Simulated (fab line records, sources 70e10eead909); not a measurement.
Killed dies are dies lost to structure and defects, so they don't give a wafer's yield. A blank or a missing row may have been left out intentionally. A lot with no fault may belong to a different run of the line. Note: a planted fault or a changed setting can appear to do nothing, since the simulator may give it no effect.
fab line records ; flow nand_harc
[record] lots = 13; wafers = 39; last_day = 33
route steps=1302 shown A_CHANNEL_HOLE_D1@488 A_DECK1_JOINT@528 A_ONON_D2@560 A_CHANNEL_HOLE_D2@571 END@1302
lots with no fault: from the same line, run without faults
start_h: hours from the record's first day to the start of the lot's first wafer shown ; wait_h: time in hours since the lot's previous step ; " repeats the value in the row above ; L1.1+2: several wafers, shown together as one row ; - no value present, or no start provided ; * or withheld: withheld ; < > ~ a bound
route shown NAME@n: a module of which the file shows steps, and the number in the route of the first ; usual: average and standard deviation across the fault-free wafers ; same: alike in all rows ; chamber/n: place in a boat ; sites: each site's reading ; _std_site: their standard deviation ; _edge_site: the outer-site mean with the inner-site mean subtracted ; radius_mm: for every site, how far away it sits from the centre of the wafer ; mask NAME#n: copy n ; behind: the most recent tool/chamber to have shaped the wafer ; hold: why the lot went on hold/how many hours it stayed there/how the hold came to an end ; device: transistor that didn't switch, given as n, p or np ; end of line: the tests these same wafers got at the end of their route ; a step given without rows: its recipe and nothing more ; killed: at the first sort, the dies lost to defects and structure; wafer yield is something else ; map: the dies of a wafer, with x for killed, . for not killed, _ for no die there
set.NAME: the run value of the setting; set.NAME@STEP: its run value at that earlier step ; model.NAME: the simulator's own value behind a step, which no gauge read
a sample of lots followed through the steps of the route, with each step as a table and each wafer as a row
services: from which hour (start_h, from the record's first day; less than 0 if before it) a tool's chamber was out of use, for how many hours, and why
[[steps]]
[step NHARC_A_CHANNEL_HOLE_D1_XSEM_31]
[recipe] landing_energy_ev = 35000
[usual] bot_cd_nm = 74.9/1.1; bow_nm = 8.65/0.27; tilt_deg = 0.07/0.039
lot.wafer;tool;chamber;start_h;wait_h;bot_cd_nm;bow_nm;tilt_deg
L303.1;xsem-02;0;182.97;0.1;74.7;8.15;0.07
L303.3;xsem-02;0;182.97;0.1;73.7;8.04;0.07
L303.6;xsem-02;0;182.97;0.1;74.0;8.14;0.07
L304.2;xsem-02;0;192.72;0.1;73.6;8.46;0.09
L304.3;xsem-02;0;192.72;0.1;75.2;8.44;0.09
L304.4;xsem-02;0;192.72;0.1;74.9;8.54;0.09
L307.2;xsem-02;0;225.21;0.1;75.3;8.72;0.02
L307.3;xsem-02;0;225.21;0.1;76.6;8.76;0.02
L307.5;xsem-02;0;225.21;0.1;76.2;8.73;0.02
L309.1;xsem-01;0;244.16;0.1;76.4;8.35;0.08
L309.2;xsem-01;0;244.16;0.1;77.6;8.31;0.08
L309.5;xsem-01;0;244.16;0.1;74.6;8.33;0.08
L308.2;xsem-02;0;244.68;0.1;74.3;8.42;0.11
L308.3;xsem-02;0;244.68;0.1;74.3;8.48;0.11
L308.5;xsem-02;0;244.68;0.1;74.9;8.55;0.11
L310.1;xsem-01;0;263.25;0.1;74.2;8.93;0.05
L310.2;xsem-01;0;263.25;0.1;74.2;8.86;0.04
L310.5;xsem-01;0;263.25;0.1;74.9;8.85;0.05
L312.2;xsem-02;0;276.03;0.1;73.9;8.55;0.02
L312.3;xsem-02;0;276.03;0.1;74.0;8.55;0.02
L312.6;xsem-02;0;276.03;0.1;72.0;8.64;0.02
L315.2;xsem-02;0;309.66;0.1;74.4;8.64;0.03
L315.4;xsem-02;0;309.66;0.1;74.5;8.68;0.03
L315.5;xsem-02;0;309.66;0.1;74.4;8.60;0.03
L316.2;xsem-01;0;311.31;0.1;75.6;8.69;0.12
L316.3;xsem-01;0;311.31;0.1;75.8;8.83;0.12
L316.4;xsem-01;0;311.31;0.1;75.5;8.80;0.12
L324.1;xsem-02;0;395.19;0.1;73.8;8.56;0.11
L324.4;xsem-02;0;395.19;0.1;74.2;8.65;0.11
L324.5;xsem-02;0;395.19;0.1;72.5;8.60;0.11
L322.1;xsem-02;0;402.88;0.1;74.2;8.82;0.11
L322.5;xsem-02;0;402.88;0.1;76.2;8.82;0.11
L322.6;xsem-02;0;402.88;0.1;75.2;8.89;0.11
L325.1;xsem-01;0;403.67;0.1;74.3;9.23;0.03
L325.5;xsem-01;0;403.67;0.1;75.1;9.24;0.03
L325.6;xsem-01;0;403.67;0.1;74.8;9.28;0.02
L326.1;xsem-02;0;416.43;0.1;74.3;8.58;0.05
L326.2;xsem-02;0;416.43;0.1;74.6;8.66;0.05
L326.6;xsem-02;0;416.43;0.1;73.9;8.58;0.05
[step NHARC_A_DECK1_JOINT_THK_MEAS_14]
[recipe] thk_meas_gauge = ellipsometry
[usual] thk_nm = 50.9/1.5
lot.wafer;tool;chamber;start_h;wait_h;thk_nm
L303.1;film_metro-01;-;241.64;0.2;51.9
L303.3;film_metro-01;-;241.64;0.2;52.4
L303.6;film_metro-01;-;241.64;0.2;52.2
L304.2;film_metro-01;-;252.15;0.2;49.2
L304.3;film_metro-01;-;252.15;0.2;48.0
L304.4;film_metro-01;-;252.15;0.2;51.5
L307.2;film_metro-01;-;283.54;0.2;50.3
L307.3;film_metro-01;-;283.54;0.2;49.2
L307.5;film_metro-01;-;283.54;0.2;48.2
L309.1;film_metro-01;-;302.91;0.2;50.8
L309.2;film_metro-01;-;302.91;0.2;49.0
L309.5;film_metro-01;-;302.91;0.2;53.8
L308.2;film_metro-01;-;302.91;0.2;50.9
L308.3;film_metro-01;-;302.91;0.2;51.8
L308.5;film_metro-01;-;302.91;0.2;50.9
L310.1;film_metro-01;-;326.44;0.2;49.0
L310.2;film_metro-01;-;326.44;0.2;51.7
L310.5;film_metro-01;-;326.44;0.2;52.2
L312.2;film_metro-01;-;336.36;0.2;48.9
L312.3;film_metro-01;-;336.36;0.2;49.0
L312.6;film_metro-01;-;336.36;0.2;49.9
L315.2;film_metro-02;-;371.70;0.2;52.5
L315.4;film_metro-02;-;371.70;0.2;53.9
L315.5;film_metro-02;-;371.70;0.2;52.0
L316.2;film_metro-01;-;380.67;6.0;52.6
L316.3;film_metro-01;-;380.67;6.0;51.1
L316.4;film_metro-01;-;380.67;6.0;51.5
L324.1;film_metro-02;-;454.74;0.2;51.5
L324.4;film_metro-02;-;454.74;0.2;52.3
L324.5;film_metro-02;-;454.74;0.2;51.2
L325.1;film_metro-01;-;461.91;0.2;50.0
L325.5;film_metro-01;-;461.91;0.2;50.7
L325.6;film_metro-01;-;461.91;0.2;51.7
L322.1;film_metro-02;-;465.81;0.2;48.6
L322.5;film_metro-02;-;465.81;0.2;49.3
L322.6;film_metro-02;-;465.81;0.2;50.9
L326.1;film_metro-01;-;475.77;0.2;52.7
L326.2;film_metro-01;-;475.77;0.2;52.5
L326.6;film_metro-01;-;475.77;0.2;51.9
[step NHARC_A_ONON_D2_DEP_22]
[recipe] target_thk_a = 10000; n2_flow_sccm = 2750; n2o_flow_sccm = 2000; nh3_flow_sccm = 500; sih4_flow_sccm = 210; temp_c = 400
lot.wafer;tool;chamber;start_h;wait_h
L303.1+3+6;pecvd_onon-04;0;272.94;0.1
L304.2+3+4;pecvd_onon-03;0;291.44;0.1
L307.2+3+5;pecvd_onon-02;0;313.27;0.1
L309.1+2+5;pecvd_onon-04;0;339.52;0.1
L308.2+3+5;pecvd_onon-02;0;339.57;0.1
L310.1+2+5;pecvd_onon-04;0;364.08;0.1
L312.2+3+6;pecvd_onon-04;0;372.35;0.1
L315.2+4+5;pecvd_onon-04;0;409.33;0.1
L316.2+3+4;pecvd_onon-04;0;421.73;0.1
L324.1+4+5;pecvd_onon-04;0;488.75;0.1
L322.1+5+6;pecvd_onon-03;0;501.45;0.1
L325.1+5+6;pecvd_onon-02;0;501.66;0.1
L326.1+2+6;pecvd_onon-04;0;515.34;0.1
[step NHARC_A_ONON_D2_THK_MEAS_24]
[recipe] thk_meas_gauge = ellipsometry
[usual] thk_nm = 1001/8.7
lot.wafer;tool;chamber;start_h;wait_h;thk_nm
L303.1;film_metro-01;-;273.45;-;995
L303.3;film_metro-01;-;273.45;-;998
L303.6;film_metro-01;-;273.45;-;997
L304.2;film_metro-01;-;291.90;-;993
L304.3;film_metro-01;-;291.90;-;992
L304.4;film_metro-01;-;291.90;-;992
L307.2;film_metro-01;-;313.73;-;1000
L307.3;film_metro-01;-;313.73;-;999
L307.5;film_metro-01;-;313.73;-;1001
L309.1;film_metro-02;-;340.03;-;999
L309.2;film_metro-02;-;340.03;-;1000
L309.5;film_metro-02;-;340.03;-;999
L308.2;film_metro-01;-;340.03;-;998
L308.3;film_metro-01;-;340.03;-;999
L308.5;film_metro-01;-;340.03;-;996
L310.1;film_metro-02;-;364.59;-;1020
L310.2;film_metro-02;-;364.59;-;1019
L310.5;film_metro-02;-;364.59;-;1021
L312.2;film_metro-02;-;372.80;-;989
L312.3;film_metro-02;-;372.80;-;991
L312.6;film_metro-02;-;372.80;-;991
L315.2;film_metro-01;-;409.78;-;1039
L315.4;film_metro-01;-;409.78;-;1006
L315.5;film_metro-01;-;409.78;-;1007
L316.2;film_metro-02;-;422.18;-;1040
L316.3;film_metro-02;-;422.18;-;1008
L316.4;film_metro-02;-;422.18;-;1009
L324.1;film_metro-01;-;489.25;-;1013
L324.4;film_metro-01;-;489.25;-;1016
L324.5;film_metro-01;-;489.25;-;1014
L322.1;film_metro-01;-;501.96;-;997
L322.5;film_metro-01;-;501.96;-;997
L322.6;film_metro-01;-;501.96;-;996
L325.1;film_metro-02;-;502.17;-;1000
L325.5;film_metro-02;-;502.17;-;997
L325.6;film_metro-02;-;502.17;-;998
L326.1;film_metro-01;-;515.85;-;995
L326.2;film_metro-01;-;515.85;-;996
L326.6;film_metro-01;-;515.85;-;998
[step NHARC_A_CHANNEL_HOLE_D2_DEP_01]
[recipe] target_thk_a = 1400; target_thk_nm = 140; temp_c = 400; pressure_torr = 3.5; flow_sccm = 200; rf_w = 350; material = SiON
[usual] heater_power_w = 795/130
lot.wafer;tool;chamber;start_h;wait_h;heater_power_w
L303.1;pecvd-01;2;279.38;1.6;960
L303.3;pecvd-01;0;279.38;1.6;697
L303.6;pecvd-01;1;279.38;1.6;834
L304.2;pecvd-02;0;296.24;1.3;981
L304.3;pecvd-02;2;296.24;1.3;830
L304.4;pecvd-02;0;296.24;1.3;983
L307.3;pecvd-04;0;317.51;1.1;782
L307.2;pecvd-04;2;317.51;1.1;703
L307.5;pecvd-04;1;317.51;1.1;700
L308.3;pecvd-04;1;343.72;1.0;716
L308.2;pecvd-04;2;343.72;1.0;741
L308.5;pecvd-04;1;343.72;1.0;718
L309.1;pecvd-01;1;343.72;1.6;844
L309.2;pecvd-01;2;343.72;1.6;975
L309.5;pecvd-01;0;343.72;1.6;683
L310.2;pecvd-01;0;370.24;1.5;710
L310.1;pecvd-01;1;370.24;1.5;900
L310.5;pecvd-01;2;370.24;1.5;931
L312.3;pecvd-01;0;383.20;1.0;682
L312.2;pecvd-01;1;383.20;1.0;959
L312.6;pecvd-01;0;383.20;1.0;666
L315.2;pecvd-01;0;416.61;1.4;741
L315.5;pecvd-01;2;416.61;1.4;995
L315.4;pecvd-01;0;416.61;1.4;728
L316.2;pecvd-01;0;429.00;1.3;713
L316.3;pecvd-01;1;429.00;1.3;845
L316.4;pecvd-01;1;429.00;1.3;859
L324.1;pecvd-02;1;496.09;1.6;609
L324.4;pecvd-02;2;496.09;1.6;795
L324.5;pecvd-02;0;496.09;1.6;972
L322.1;pecvd-01;2;505.95;1.8;843
L322.6;pecvd-01;2;505.95;1.8;836
L322.5;pecvd-01;0;505.95;1.8;699
L325.1;pecvd-01;2;507.73;1.7;941
L325.5;pecvd-01;0;507.73;1.7;680
L325.6;pecvd-01;1;507.73;1.7;841
L326.1;pecvd-01;0;519.52;1.6;706
L326.2;pecvd-01;1;519.52;1.6;981
L326.6;pecvd-01;2;519.52;1.6;949
[step NHARC_END_SORT_01]
[recipe] temp_c = 25
[usual] killed_at_array = 52/16; killed_at_other = 0.8/1.1; killed_at_periphery = 4.2/2.5; killed_dies = 57/16; killed_open = 3.4/2; killed_short = 2.6/1.6
[same] gross_dies = 677
lot.wafer;tool;chamber;start_h;wait_h;killed_at_array;killed_at_other;killed_at_periphery;killed_dies;killed_open;killed_short
L316.2;prober-01;0;691.54;2.8;75;1;3;79;5;5
L316.3;prober-01;0;692.33;3.1;43;0;6;49;3;1
L316.4;prober-01;0;693.13;3.4;48;0;3;51;1;1
L315.2;prober-02;0;691.62;2.9;101;1;1;103;4;2
L315.4;prober-02;0;693.23;3.4;77;0;3;80;4;4
L315.5;prober-02;0;694.04;3.7;72;0;2;74;1;3
// killed by level:class
L316.2 A_ONON_D2:area_dep=27 A_CHANNEL_HOLE_D2:chamber_film_flake=15 A_CONTACT:chamber_film_flake=9 A_STAIRCASE:chamber_film_flake=6 A_SLIT:chamber_film_flake=4 A_WL_FILL:geometric_particle:short=2 A_CHANNEL_HOLE_D1:chamber_film_flake=2 P_GATE:geometric_particle:open=1
L315.2 A_ONON_D2:area_dep=30 A_CHANNEL_HOLE_D1:chamber_film_flake=29 A_SLIT:chamber_film_flake=22 A_CHANNEL_HOLE_D2:chamber_film_flake=11 P_M0:geometric_particle:open=1 A_ONON_D2:geometric_particle:short=1 A_CHANNEL_HOLE_D2:geometric_particle:open=1 A_SGD_CUT:geometric_particle:short=1
L316.3 A_CHANNEL_HOLE_D2:chamber_film_flake=16 A_CONTACT:chamber_film_flake=10 A_CHANNEL_HOLE_D1:chamber_film_flake=7 A_SLIT:chamber_film_flake=4 P_ZERO_WELL:chamber_film_flake=3 A_STAIRCASE:chamber_film_flake=2 P_CONTACT:geometric_particle:open=1 P_M0:geometric_particle:open=1
L316.4 A_CHANNEL_HOLE_D2:chamber_film_flake=20 A_CONTACT:chamber_film_flake=9 A_CHANNEL_HOLE_D1:chamber_film_flake=6 A_STAIRCASE:chamber_film_flake=4 P_ZERO_WELL:chamber_film_flake=3 A_SLIT:chamber_film_flake=3 A_WL_FILL:chamber_film_flake=2 A_CHANNEL_FILL_D2:geometric_particle:open=1
L315.4 A_SLIT:chamber_film_flake=25 A_CHANNEL_HOLE_D1:chamber_film_flake=25 A_CHANNEL_HOLE_D2:chamber_film_flake=9 A_STAIRCASE:chamber_film_flake=5 A_CONTACT:chamber_film_flake=5 P_CONTACT:chamber_film_flake=2 P_CONTACT:geometric_particle:open=1 A_SOURCE_PLATE:geometric_particle:open=1
L315.5 A_SLIT:chamber_film_flake=29 A_CHANNEL_HOLE_D1:chamber_film_flake=22 A_CHANNEL_HOLE_D2:chamber_film_flake=12 A_CONTACT:chamber_film_flake=4 A_M0:geometric_particle:short=2 P_M0:geometric_particle:open=1 A_WL_FILL:geometric_particle:short=1 P_STI:chamber_film_flake=1
[[services]]
tool;chamber;start_h;hours;kind
pecvd-04;2;169.62;30.8;repair
pecvd-02;-;184.44;0.5;repair
pecvd_onon-02;-;185.16;13.0;pm
pecvd-04;-;197.32;5.5;repair
pecvd-02;-;227.00;13.0;pm
pecvd_onon-03;-;227.00;13.0;pm
pecvd-04;2;239.83;11.2;repair
pecvd-01;-;260.23;0.2;repair
pecvd-04;-;269.18;13.0;pm
pecvd-04;-;303.80;1.0;repair
pecvd-02;0;305.80;3.8;repair
pecvd-01;-;311.30;13.0;pm
pecvd-01;0;311.30;13.0;vent_cycle
pecvd_onon-04;-;311.54;13.0;pm
xsem-01;-;353.44;1.1;repair
pecvd_onon-02;-;366.16;13.0;pm
xsem-01;-;374.00;14.0;pm
pecvd_onon-03;-;408.00;13.0;pm
pecvd-02;-;408.35;13.0;pm
pecvd-01;0;411.01;3.8;repair
pecvd-01;-;447.24;2.4;repair
pecvd-04;-;450.18;13.0;pm
pecvd_onon-04;-;492.54;13.0;pm
pecvd-01;-;492.61;13.0;pm
[[key]]
[first_sign] step = NHARC_A_ONON_D2_THK_MEAS_24; reading = thk_nm; direction = up; sigmas = 4.5; usual = 1001; struck = 1039
[more_kills_born_at] NHARC_A_ONON_D2_DEP_22@pecvd_onon-04 = 57
met_at NHARC_A_ONON_D2_DEP_22
struck_lots L315,L316
struck_wafers L315.2,L316.2
tester_left_out L315,L316
not_acting_at NHARC_A_CHANNEL_HOLE_D1_XSEM_31,NHARC_A_DECK1_JOINT_THK_MEAS_14,NHARC_A_CHANNEL_HOLE_D2_DEP_01
onset_between 372.35 409.33
[fault] kind = process_parameter_drift; tool = pecvd_onon-04; chamber = -; onset_h = 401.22; steps = NHARC_A_ONON_D2_DEP_22; channel = target_thk_a; offset = *; shape = step; end_h = 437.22; scope = struck_wafers_only; acts_in = *; stated = *
// tester_left_out: of these lots the tester's yield and bins aren't shown, on N5 and GAA mostly nor the transistor test; their killed dies are dies lost to structure and defects alone, not to doping, threshold or leakage, so they don't give the yield
